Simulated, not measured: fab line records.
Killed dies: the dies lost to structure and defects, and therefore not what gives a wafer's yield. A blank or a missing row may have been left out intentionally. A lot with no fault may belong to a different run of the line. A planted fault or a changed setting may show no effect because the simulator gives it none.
fab line records -- flow n5-finfet
record: lots: 10, wafers: 30, last-day: 17
route steps=1938 shown BEOL_M4@1111 BEOL_M9@1456 BEOL_M10@1471 PASSIVATION@1936
lots that met no fault: from a run of the same line without faults
start-h: the number of hours between the record's first day and the start of the first shown wafer of the lot -- wait-h: how many hours have passed since the lot's step before this one -- " same as the row above -- L1.1+2: one row covering several wafers at once -- - value missing, or start not given -- * or withheld: withheld -- < > ~ a bound
route shown NAME@n: NAME is a module with steps in the file, n the number in the route of the first one -- usual: mean/standard deviation of fault-free wafers -- same: alike in all rows -- chamber/n: place in a boat -- sites: each site's reading -- _std_site: how widely they spread, as a standard deviation -- _edge_site: the outer-site mean with the inner-site mean subtracted -- radius-mm: how far each site lies from the wafer's centre -- mask NAME#n: copy n -- behind: tool/chamber where the wafer was last shaped -- hold: reason for holding the lot/hours on hold/outcome of the hold -- device: which transistor (n, p or np) failed to switch -- end of line: the same wafers' tests at the end of the route -- a step without rows: its recipe alone -- killed: dies that structure and defects cost at the first sort, which is not the same as the wafer's yield -- map: dies across one wafer; x = killed, . = not, _ = none there
set.NAME: the setting as run; set.NAME@STEP: as run at that earlier step -- model.NAME: the simulator's own value behind a step, which no gauge read
the route's steps for a sample of lots (tables are steps, rows are wafers)
services: from which hour (start-h, from the record's first day; less than 0 if before it) a tool's chamber was out of use, for how many hours, and why
== steps ==
step: N5_BEOL_M4_RC_MEAS_101
usual: DIBL_N: 35.4/2.1, DIBL_P: 34.8/2.6, IOFF_N: 0.15/0.037, IOFF_P: 0.19/0.037, ION_N: 677/16, ION_P: 462/9.3, SS_N: 71.4/0.75, SS_P: 72.9/0.77, VT_N: 250/3.7, VT_P: -251/3.5
lot.wafer,tool,chamber,start-h,wait-h,DIBL_N[mV/V],DIBL_P[mV/V],IOFF_N[nA/um],IOFF_P[nA/um],ION_N[uA/um],ION_P[uA/um],SS_N[mV/dec],SS_P[mV/dec],VT_N[mV],VT_P[mV]
L527.3,prober-02,0,183.90,0.3,34.8,32.0,0.13,0.19,679,472,70.9,72.6,250,-248
L527.4,prober-02,0,183.90,0.3,35.0,32.7,0.14,0.20,682,478,71.0,72.5,249,-250
L527.6,prober-02,0,183.90,0.3,33.1,30.1,0.11,0.17,672,470,70.0,72.6,253,-251
L532.1,prober-01,0,202.96,0.5,34.8,33.8,0.13,0.16,664,456,71.1,73.1,251,-257
L532.2,prober-01,0,202.96,0.5,37.2,36.0,0.16,0.18,678,457,71.7,73.2,248,-253
L532.6,prober-01,0,202.96,0.5,34.0,32.3,0.12,0.13,660,448,70.9,71.5,255,-257
L531.3,prober-02,0,204.45,0.3,35.6,35.9,0.15,0.20,677,461,71.1,73.5,253,-249
L531.4,prober-02,0,204.45,0.3,33.2,32.4,0.11,0.14,669,459,70.3,71.7,255,-254
L531.6,prober-02,0,204.45,0.3,32.8,32.0,0.11,0.15,647,454,71.4,72.9,253,-253
L539.2,prober-01,0,252.84,0.2,35.2,34.9,0.15,0.21,683,467,71.2,73.5,248,-248
L539.4,prober-01,0,252.84,0.2,35.3,34.9,0.14,0.21,679,469,71.3,73.1,249,-249
L539.6,prober-01,0,252.84,0.2,33.4,32.1,0.12,0.17,674,462,71.4,72.2,254,-250
L538.1,prober-02,0,258.33,0.0,33.6,33.6,0.15,0.20,688,480,70.6,72.4,246,-248
L538.2,prober-02,0,258.33,0.0,35.7,36.7,0.18,0.24,682,469,71.7,72.5,248,-248
L538.5,prober-02,0,258.33,0.0,34.1,34.6,0.16,0.22,700,479,71.4,72.1,246,-250
L541.2,prober-02,0,260.80,0.2,38.6,39.2,0.20,0.24,681,474,72.1,73.5,248,-249
L541.4,prober-02,0,260.80,0.2,33.9,33.0,0.12,0.15,668,460,71.0,72.4,252,-255
L541.6,prober-02,0,260.80,0.2,39.1,38.8,0.18,0.23,672,464,71.7,73.8,251,-251
L543.2,prober-01,0,269.96,0.2,33.1,32.2,0.11,0.15,662,448,69.8,71.9,252,-255
L543.4,prober-01,0,269.96,0.2,32.3,31.9,0.11,0.15,682,472,70.4,73.0,253,-253
L543.6,prober-01,0,269.96,0.2,33.5,33.4,0.13,0.16,668,456,71.0,72.7,251,-251
L544.2,prober-01,0,283.74,0.2,33.2,32.4,0.11,0.15,670,451,70.2,72.3,255,-254
L544.5,prober-01,0,283.74,0.2,36.7,37.0,0.16,0.20,692,469,71.6,73.0,251,-251
L544.6,prober-01,0,283.74,0.2,34.9,35.9,0.14,0.20,669,463,70.1,73.3,251,-251
L546.4,prober-01,0,303.34,0.5,35.9,34.1,0.13,0.15,656,449,71.6,72.8,255,-254
L546.5,prober-01,0,303.34,0.5,39.2,39.1,0.20,0.22,709,469,72.2,74.6,245,-253
L546.6,prober-01,0,303.34,0.5,35.8,33.8,0.13,0.14,668,445,71.5,73.2,254,-261
L547.1,prober-01,0,303.81,0.3,40.6,40.7,0.28,0.31,709,480,73.2,74.6,241,-246
L547.5,prober-01,0,303.81,0.3,38.2,37.9,0.23,0.25,708,479,72.2,73.6,244,-245
L547.6,prober-01,0,303.81,0.3,36.6,36.7,0.18,0.22,702,478,72.0,73.9,246,-247
step: N5_BEOL_M9_DEGAS_44
recipe: ambient: vacuum, temp-c: 250, time-s: 60
usual: heater-power-w: 337/22
lot.wafer,tool,chamber,start-h,wait-h,heater-power-w
L527.3,pvd-sputter-03,-,230.16,0.8,317
L527.4,pvd-sputter-03,-,230.16,0.8,329
L527.6,pvd-sputter-03,-,230.16,0.8,368
L531.3,pvd-sputter-02,-,254.27,1.3,311
L531.4,pvd-sputter-02,-,254.27,1.3,328
L531.6,pvd-sputter-02,-,254.27,1.3,319
L532.1,pvd-sputter-01,-,254.46,0.9,370
L532.2,pvd-sputter-01,-,254.46,0.9,291
L532.6,pvd-sputter-01,-,254.46,0.9,346
L539.2,pvd-sputter-01,-,308.04,0.3,341
L539.4,pvd-sputter-01,-,308.04,0.3,332
L539.6,pvd-sputter-01,-,308.04,0.3,356
L538.1,pvd-sputter-01,-,308.46,0.3,295
L538.2,pvd-sputter-01,-,308.46,0.3,355
L538.5,pvd-sputter-01,-,308.46,0.3,340
L541.2,pvd-sputter-03,-,309.75,0.4,335
L541.4,pvd-sputter-03,-,309.75,0.4,335
L541.6,pvd-sputter-03,-,309.75,0.4,367
L543.2,pvd-sputter-03,-,315.70,0.4,356
L543.4,pvd-sputter-03,-,315.70,0.4,316
L543.6,pvd-sputter-03,-,315.70,0.4,321
L544.2,pvd-sputter-03,-,336.03,0.5,357
L544.5,pvd-sputter-03,-,336.03,0.5,339
L544.6,pvd-sputter-03,-,336.03,0.5,335
L546.4,pvd-sputter-02,-,343.06,0.4,369
L546.5,pvd-sputter-02,-,343.06,0.4,361
L546.6,pvd-sputter-02,-,343.06,0.4,305
L547.1,pvd-sputter-03,-,354.93,0.4,311
L547.5,pvd-sputter-03,-,354.93,0.4,336
L547.6,pvd-sputter-03,-,354.93,0.4,341
step: N5_BEOL_M9_ALD_74
recipe: material: TaN, target-thk-a: 20, temp-c: 275, ald-precursor-family: PDMAT, ald-co-reactant: NH3, pressure-torr: 3, carrier-flow-sccm: 1500, pulse-time-s: 2, purge-time-s: 3, co-reactant-purge-time-s: 2, co-reactant-pulse-time-s: 3, ald-cycles: 40, precursor-vessel-temp-c: 75, precursor-vessel-pressure-torr: 26.25, precursor-vessel-carrier-sccm: 1000
usual: ald-cycles: 40/0, chamber-pressure-Torr: 3.000/0.0068, heater-power-w: 411/22
lot.wafer,tool,chamber,start-h,wait-h,ald-cycles,chamber-pressure-Torr,heater-power-w
L527.3,ald-metal-01,1,230.26,0.0,40,3.002,409
L527.4,ald-metal-01,3,230.26,0.0,40,3.004,438
L527.6,ald-metal-01,2,230.26,0.0,40,2.988,389
L531.3,ald-metal-04,3,254.37,0.0,-,-,-
L531.4,ald-metal-04,0,254.37,0.0,-,-,-
L531.6,ald-metal-04,3,254.37,0.0,-,-,-
L532.1,ald-metal-02,3,254.61,0.1,-,-,-
L532.2,ald-metal-02,1,254.61,0.1,-,-,-
L532.6,ald-metal-02,0,254.61,0.1,-,-,-
L539.2,ald-metal-02,3,308.14,0.0,40,3.000,425
L539.4,ald-metal-02,0,308.14,0.0,40,3.000,399
L539.6,ald-metal-02,3,308.14,0.0,40,2.998,424
L538.1,ald-metal-01,1,308.56,0.0,40,2.993,410
L538.2,ald-metal-01,2,308.56,0.0,40,3.000,386
L538.5,ald-metal-01,0,308.56,0.0,40,3.004,406
L541.2,ald-metal-04,2,309.88,0.1,40,3.001,473
L541.4,ald-metal-04,1,309.88,0.1,40,2.990,413
L541.6,ald-metal-04,3,309.88,0.1,40,3.008,404
L543.2,ald-metal-02,2,315.93,0.2,40,2.993,380
L543.4,ald-metal-02,3,315.93,0.2,40,2.993,421
L543.6,ald-metal-02,3,315.93,0.2,40,2.982,429
L544.2,ald-metal-02,0,336.14,0.0,40,2.998,399
L544.5,ald-metal-02,0,336.14,0.0,40,3.001,394
L544.6,ald-metal-02,3,336.14,0.0,40,2.993,427
L546.4,ald-metal-02,1,343.18,0.1,40,2.998,413
L546.5,ald-metal-02,3,343.18,0.1,40,2.995,404
L546.6,ald-metal-02,0,343.18,0.1,40,3.007,402
L547.1,ald-metal-02,3,355.21,0.2,40,2.987,425
L547.5,ald-metal-02,1,355.21,0.2,40,3.011,417
L547.6,ald-metal-02,0,355.21,0.2,40,3.001,395
step: N5_BEOL_M9_SPUTTER_48
recipe: material: Cu, target-thk-a: 120, temp-c: -20, bias-v: 60, power-w: 26000, chamber-pressure-pa: 0.13, time-s: 2
usual: cathode-dc-power-W: 26000/5, chuck-gas-flow-sccm: 1.26/0.053, throttle-valve-pct: 30.6/0.82
lot.wafer,tool,chamber,start-h,wait-h,cathode-dc-power-W,chuck-gas-flow-sccm,throttle-valve-pct
L527.3,pvd-sputter-03,-,230.73,0.1,26003,1.31,32.0
L527.4,pvd-sputter-03,-,230.73,0.1,26009,1.33,29.2
L527.6,pvd-sputter-03,-,230.73,0.1,25995,1.20,32.2
L531.3,pvd-sputter-03,-,254.87,0.1,25994,1.22,31.2
L531.4,pvd-sputter-03,-,254.87,0.1,26002,1.34,28.8
L531.6,pvd-sputter-03,-,254.87,0.1,26004,1.30,32.0
L532.1,pvd-sputter-02,-,255.09,0.1,26010,1.18,30.7
L532.2,pvd-sputter-02,-,255.09,0.1,26002,1.13,30.4
L532.6,pvd-sputter-02,-,255.09,0.1,25993,1.24,30.5
L539.2,pvd-sputter-03,-,308.61,0.1,25999,1.29,31.5
L539.4,pvd-sputter-03,-,308.61,0.1,25995,1.32,29.5
L539.6,pvd-sputter-03,-,308.61,0.1,26002,1.24,31.1
L538.1,pvd-sputter-01,-,309.13,0.2,26001,1.25,31.3
L538.2,pvd-sputter-01,-,309.13,0.2,26001,1.30,31.7
L538.5,pvd-sputter-01,-,309.13,0.2,26003,1.20,29.9
L541.2,pvd-sputter-01,-,311.03,0.4,25999,1.22,31.7
L541.4,pvd-sputter-01,-,311.03,0.4,25998,1.24,30.3
L541.6,pvd-sputter-01,-,311.03,0.4,26000,1.23,30.2
L543.2,pvd-sputter-01,-,316.44,0.1,25999,1.28,31.5
L543.4,pvd-sputter-01,-,316.44,0.1,25993,1.15,30.2
L543.6,pvd-sputter-01,-,316.44,0.1,25997,1.21,30.0
L544.2,pvd-sputter-02,-,336.95,0.2,25999,1.23,30.4
L544.5,pvd-sputter-02,-,336.95,0.2,26004,1.32,29.6
L544.6,pvd-sputter-02,-,336.95,0.2,25993,1.31,30.8
L546.4,pvd-sputter-02,-,343.72,0.1,25997,1.23,29.7
L546.5,pvd-sputter-02,-,343.72,0.1,25998,1.14,29.7
L546.6,pvd-sputter-02,-,343.72,0.1,25997,1.29,30.5
L547.1,pvd-sputter-01,-,356.03,0.1,26002,1.29,30.0
L547.5,pvd-sputter-01,-,356.03,0.1,26003,1.22,30.1
L547.6,pvd-sputter-01,-,356.03,0.1,25988,1.24,31.7
step: N5_BEOL_M10_CURE_71
recipe: temp-c: 385, time-s: 240, ambient: He/Ar, material: SiCOH_lowk
usual: lamp-power-pct: 52.31/0.053, wafer_temp_C_max: 387.1/0.78
lot.wafer,tool,chamber,start-h,wait-h,lamp-power-pct,wafer_temp_C_max
L527.3,uv-cure-02,2,232.01,0.2,52.32,387.6
L527.4,uv-cure-02,2,232.01,0.2,52.25,387.4
L527.6,uv-cure-02,2,232.01,0.2,52.33,389.1
L539.2,uv-cure-02,2,309.99,0.1,52.35,387.7
L539.4,uv-cure-02,2,309.99,0.1,52.33,387.8
L539.6,uv-cure-02,2,309.99,0.1,52.25,387.5
L538.1,uv-cure-03,0,310.69,0.3,52.32,386.8
L538.2,uv-cure-03,0,310.69,0.3,52.34,387.1
L538.5,uv-cure-03,0,310.69,0.3,52.34,386.9
L541.2,uv-cure-02,2,312.21,0.1,52.31,388.7
L541.4,uv-cure-02,2,312.21,0.1,52.25,388.7
L541.6,uv-cure-02,2,312.21,0.1,52.26,389.3
L543.2,uv-cure-02,0,317.62,0.1,52.25,386.1
L543.4,uv-cure-02,0,317.62,0.1,52.49,385.9
L543.6,uv-cure-02,0,317.62,0.1,52.20,385.9
L544.2,uv-cure-02,0,338.37,0.2,52.30,386.6
L544.5,uv-cure-02,0,338.37,0.2,52.28,386.4
L544.6,uv-cure-02,0,338.37,0.2,52.34,386.8
L546.4,uv-cure-02,2,345.14,0.3,52.28,389.1
L546.5,uv-cure-02,2,345.14,0.3,52.32,387.6
L546.6,uv-cure-02,2,345.14,0.3,52.26,388.5
L547.1,uv-cure-01,1,358.05,0.0,52.23,385.8
L547.5,uv-cure-01,1,358.05,0.0,52.38,386.6
L547.6,uv-cure-01,1,358.05,0.0,52.37,387.0
step: N5_PASSIVATION_PROBE_49
usual: defect-limited-yield: 90.5/1.7, killed_at_M0_to_M3: 37/12, killed_at_M4_up: 14/5.2, killed-at-contacts: 12/5.9, killed-at-front-end: 45/14, killed-at-other: 3.5/2.8, killed-dies: 112/21, killed-on-rim: 15/4.5, killed-open: 73/15, killed-short: 36/8.9, sort_bin_4_leakage: 0.00/0.007, sort_bin_5_function: 5.6/1.2, sort_bin_6_memory: 3.5/0.68, sort_bin_8_speed: 0.01/0.1, sort-n-pass: 1068/21, sort-yield-pct: 90.5/1.8
same: gross-dies: 1180, killed-at-back-side: 0
lot.wafer,tool,chamber,start-h,wait-h,defect-limited-yield[%],killed_at_M0_to_M3,killed_at_M4_up,killed-at-contacts,killed-at-front-end,killed-at-other,killed-dies,killed-on-rim,killed-open,killed-short,sort_bin_4_leakage[%],sort_bin_5_function[%],sort_bin_6_memory[%],sort_bin_8_speed[%],sort-n-pass,sort-yield-pct[%]
L531.3,prober-02,-,319.73,0.1,0,39,1063,12,66,0,1180,152,81,43,89.15,6.3,3.6,0,0,0
L531.4,prober-02,-,319.78,0.2,0,42,1069,5,63,1,1180,152,88,37,89.41,6.3,3.7,0,0,0
L531.6,prober-02,-,319.88,0.3,0,34,1071,17,58,0,1180,152,86,35,89.49,6.4,3.9,0,0,0
L532.1,prober-02,-,324.27,0.0,0,41,1103,15,15,6,1180,152,64,30,91.86,4.4,3.6,0,0,0
L532.2,prober-02,-,324.32,0.1,0,32,1108,11,29,0,1180,152,58,29,92.63,3.9,3.1,0,0,0
L532.6,prober-02,-,324.52,0.3,0,48,1092,14,23,3,1180,152,70,36,90.93,5.4,3.2,0,0,0
killed by level:class
L531.3 BEOL_M9:area-ald=1052 STI_FIN_REVEAL:geometric-particle:open=20 FIN_SAQP:geometric-particle:short=13 FIN_SAQP:geometric-particle:open=12 BEOL_M0_SAQP:geometric-particle:short=12 BEOL_M0_SAQP:geometric-particle:open=11 MOL_CONTACT_COAG:geometric-particle:open=10 GATE_CUT:geometric-particle:short=9
L531.4 BEOL_M9:area-ald=1055 STI_FIN_REVEAL:geometric-particle:open=23 FIN_SAQP:geometric-particle:open=15 BEOL_M2:geometric-particle:open=11 FIN_SAQP:geometric-particle:short=10 BEOL_M0_SAQP:geometric-particle:short=9 BEOL_M0_SAQP:geometric-particle:open=8 BEOL_M1:geometric-particle:open=6
L531.6 BEOL_M9:area-ald=1056 FIN_SAQP:geometric-particle:open=17 MOL_CONTACT_COAG:geometric-particle:open=16 STI_FIN_REVEAL:geometric-particle:open=15 BEOL_M0_SAQP:geometric-particle:open=12 FIN_SAQP:geometric-particle:short=9 BEOL_M0_SAQP:geometric-particle:short=9 BEOL_M3:geometric-particle:open=8
L532.1 BEOL_M9:area-ald=1084 MOL_CONTACT_COAG:geometric-particle:open=11 BEOL_M0_SAQP:geometric-particle:open=10 BEOL_M3:geometric-particle:open=9 BEOL_M4:geometric-particle:open=9 BEOL_M0_SAQP:geometric-particle:short=8 STI_FIN_REVEAL:geometric-particle:open=4 DUMMY_GATE:geometric-particle:open=4
L532.2 BEOL_M9:area-ald=1091 BEOL_M0_SAQP:geometric-particle:open=13 MOL_CONTACT_COAG:geometric-particle:open=9 BEOL_M0_SAQP:geometric-particle:short=7 ILD0:geometric-particle:open=6 GATE_CUT:geometric-particle:short=6 FIN_SAQP:geometric-particle:short=5 BEOL_M4:geometric-particle:open=5
L532.6 BEOL_M9:area-ald=1073 BEOL_M0_SAQP:geometric-particle:open=16 BEOL_M0_SAQP:geometric-particle:short=13 MOL_CONTACT_COAG:geometric-particle:open=12 BEOL_M4:geometric-particle:open=8 BEOL_M1:geometric-particle:open=7 BEOL_M3:geometric-particle:open=5 DUMMY_GATE:geometric-particle:short=4
== services ==
tool,chamber,start-h,hours,kind
ald-metal-04,-,207.84,2.8,pm
ald-metal-02,-,238.32,2.8,pm
ald-metal-02,1,259.77,20.7,repair
uv-cure-02,-,267.85,9.5,repair
ald-metal-01,-,272.30,6.0,pm
uv-cure-03,-,280.33,3.0,repair
pvd-sputter-02,-,288.91,7.9,repair
uv-cure-01,-,298.16,1.0,pm
pvd-sputter-02,-,303.50,6.2,repair
ald-metal-04,-,312.26,1.2,pm
uv-cure-02,-,318.10,1.0,pm
ald-metal-04,-,337.34,14.0,pm
ald-metal-04,0,337.34,14.0,vent-cycle
ald-metal-04,1,337.34,14.0,vent-cycle
ald-metal-04,2,337.34,14.0,vent-cycle
ald-metal-04,3,337.34,14.0,vent-cycle
ald-metal-04,0,351.34,-,clean
ald-metal-04,1,351.34,-,clean
ald-metal-04,2,351.34,-,clean
ald-metal-04,3,351.34,-,clean
ald-metal-04,2,356.29,13.3,repair
== key ==
first-sign: step: N5_BEOL_M9_ALD_74, reading: tool-record, direction: missing
effect: step: N5_PASSIVATION_PROBE_49, reading: sort_bin_4_leakage, direction: up, sigmas: 99+, usual: 0.00, struck: 90.58
more-kills-born-at: N5_BEOL_M9_ALD_74@ald-metal-02: 3250, N5_BEOL_M9_ALD_74@ald-metal-04: 3163
met-at N5_BEOL_M9_ALD_74
struck-lots L531,L532
later-rows-left-out L531.3,L531.4,L531.6,L532.1,L532.2,L532.6
not-acting-at N5_BEOL_M9_DEGAS_44,N5_BEOL_M9_SPUTTER_48,N5_BEOL_M10_CURE_71
fault: kind: skipped-step-whole, tool: ald-metal-02,ald-metal-04, chamber: -, onset-h: 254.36, steps: N5_BEOL_M9_ALD_74, scope: struck-lots-only
later-rows-left-out: the simulator's readings of these wafers behind a module that went badly wrong aren't trusted and aren't shown, but for the sort
